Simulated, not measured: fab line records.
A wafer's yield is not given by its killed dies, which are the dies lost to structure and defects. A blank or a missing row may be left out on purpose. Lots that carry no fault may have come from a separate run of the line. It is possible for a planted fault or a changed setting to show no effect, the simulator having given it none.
Comparing a struck lot with a sound one :: flow n5-finfet :: 15 out of 1938 route steps
Sound: wafers L960.4, L960.5, L960.6. Struck: wafer L949.4 (L949.2, L949.3, from the same lot, were not struck and are left out); the cause is given at the end.
Order at every step that has rows: each side's tool, ch and its chambers, its first start. Under that, the readings that differ: sound wafers :: struck wafers :: difference of the means :: sigmas: that difference in standard deviations of wafers without a fault.
alike: readings whose means differ by less than 2 such deviations, and words and numbers that are the same on both sides. not compared: withheld readings, readings that some wafer has no value for, bounds like >300 that may hide the same value, and numbers for which the record gives no deviation and whose values overlap.
Wherever a step has rows on one side only, a row that says differs or no value, or a row with sigmas, the two part there. When numbers do not overlap yet have no deviation, they are printed without sigmas and do not part them. Lack of a reading on every wafer of one side parts them only where that side has two or more wafers.

first, 3 steps without rows for these wafers: N5_FIN_SAQP_STRIP_23 (strips in SPM, time 750 s); N5_FIN_SAQP_SRD_66 (time 30 s); N5_FIN_SAQP_RECESS_75 (chemistry HF/NH3, target SiO2, target depth 14.4 nm, afs cycles 3, sublimation time 60 s).
N5_FIN_SAQP_SPACER1_ALD_24: deposits SiO2, target thk 20.3 nm, pulse time 1 s, purge time 2 s.
  sound on ald-sin-02 ch 0,1,2, day 6 05:14; struck on ald-sin-02 ch 1, day 3 12:04
reading: since-wet-clean-h (h)
sound: - - -
struck: 341
difference: no value on the sound wafers
sigmas: 
  alike: heater-power-w, precursor-pulse-height-rel
then, 2 steps without rows for these wafers: N5_FIN_SAQP_SPACER1_ETCHBACK_25 (etches SiO2 in CHF3/O2, target depth 24.4 nm, time 12.2 s); N5_FIN_SAQP_MANDREL1_REMOVE_56 (chemistry HBr/Cl2/O2, target a-Si, stops on SiNx, bt time 10 s).
N5_FIN_SAQP_CD_MEAS_27 targets a cd of 20 nm.
  sound on cd-sem-03 ch 0, day 6 05:49; struck on cd-sem-02 ch 0, day 3 12:59
  alike: cd-nm
N5_FIN_SAQP_ETCH_57: etches SiNx in CH3F/O2, target depth 32.5 nm, time 46.4 s.
  sound on rie-diel-02 ch 0,1,3, day 6 05:55; struck on rie-diel-02 ch 3, day 3 13:02
  alike: bias-w, chamber-pressure-mTorr, drypump-motor-current-A, etch-rf-on-time-s, oes-product-au, rf-fwd-power-W, rf-vpp-V, showerhead-plenum-p-Torr, throttle-valve-pct
  not compared: rf-hours-counter-h
N5_FIN_SAQP_ETCH_65: etches SiO2 in CF4, target depth 4 nm, time 4.4 s.
  sound on rie-si-03 ch 0,2,3, day 6 05:58; struck on rie-si-03 ch 2, day 3 13:08
  alike: bias-w, chamber-pressure-mTorr, drypump-motor-current-A, he-backside-leak-sccm, oes-product-au, rf-fwd-power-W, throttle-valve-pct
  not compared: rf-hours-counter-h
N5_FIN_SAQP_MANDREL_ETCH_58: etches a-Si in HBr/Cl2, stops on SiNx, target depth 45 nm, bt time 10 s, time 27 s.
  sound on rie-si-03 ch 0,2,3, day 6 06:00; struck on rie-si-03 ch 2, day 3 13:11
  alike: HBr_flow_sccm, bias-w, chamber-pressure-mTorr, drypump-motor-current-A, he-backside-leak-sccm, oes-product-au, rf-fwd-power-W, throttle-valve-pct
  not compared: rf-hours-counter-h
then, 2 steps without rows for these wafers: N5_FIN_SAQP_RECESS_63 (chemistry HF/NH3, target SiO2, target depth 18 nm, afs cycles 3, sublimation time 60 s); N5_FIN_SAQP_COAT_68 (time 60 s, resist thk 100 nm).
N5_FIN_SAQP_ETCH_69: etches SOC in N2/H2, stops on SiNx, target depth 150 nm.
  sound on rie-diel-03 ch 0,1,2, day 6 06:41; struck on rie-diel-04 ch 1, day 3 13:52
reading: chamber-pressure-mTorr (mTorr)
sound: 30.026 30.015 30.001
struck: 29.959
difference: -0.055
sigmas: -2

reading: rf-fwd-power-W (W)
sound: 847 834 845
struck: 1352
difference: +510
sigmas: +99 or more

reading: rf-hours-counter-h (h)
sound: - - -
struck: 125
difference: no value on the sound wafers
sigmas: 

reading: rf-vpp-V (V)
sound: 242.7 242.4 240.4
struck: 206.0
difference: -35.8
sigmas: -28

reading: model.SOC_of_FIN_SAQP_COAT_68.thk-nm (nm)
sound: 2.8 2.4 4.6
struck: 0
difference: -3
sigmas: 
  alike: bias-w, drypump-motor-current-A, h2-flow-sccm, oes-product-au, showerhead-plenum-p-Torr, throttle-valve-pct
N5_FIN_SAQP_ETCH_67: etches SiNx in CH3F/O2, target depth 30 nm.
  sound on rie-diel-03 ch 0,1,2, day 6 06:44; struck on rie-diel-04 ch 1, day 3 13:56
reading: rf-hours-counter-h (h)
sound: - - -
struck: 125
difference: no value on the sound wafers
sigmas: 

reading: rf-vpp-V (V)
sound: 294 298 295
struck: 303
difference: +7
sigmas: +2

reading: throttle-valve-pct (%)
sound: 16.04 16.17 16.41
struck: 16.60
difference: +0.39
sigmas: +2
  alike: bias-w, chamber-pressure-mTorr, drypump-motor-current-A, oes-product-au, rf-fwd-power-W, showerhead-plenum-p-Torr
-- a jump in the record: the struck wafers' starts before and after are 7 days apart (it breaks off in module FIN_SAQP and resumes in module BEOL_M4, where the first step shown is number 1111 of the route) --
N5_BEOL_M4_RC_MEAS_101:
  sound on prober-01 ch 0, day 12 02:02; struck on prober-01 ch 0, day 10 05:29
  alike: DIBL_N, DIBL_P, IOFF_N, IOFF_P, ION_N, ION_P, SS_N, SS_P, VT_N, VT_P

WHERE THEY PART
Last at N5_FIN_SAQP_ETCH_67 as far as this record goes, first at N5_FIN_SAQP_SPACER1_ALD_24. Later steps at which nothing parts them and some readings are alike: N5_BEOL_M4_RC_MEAS_101.

WHY: what had been put in by the simulator
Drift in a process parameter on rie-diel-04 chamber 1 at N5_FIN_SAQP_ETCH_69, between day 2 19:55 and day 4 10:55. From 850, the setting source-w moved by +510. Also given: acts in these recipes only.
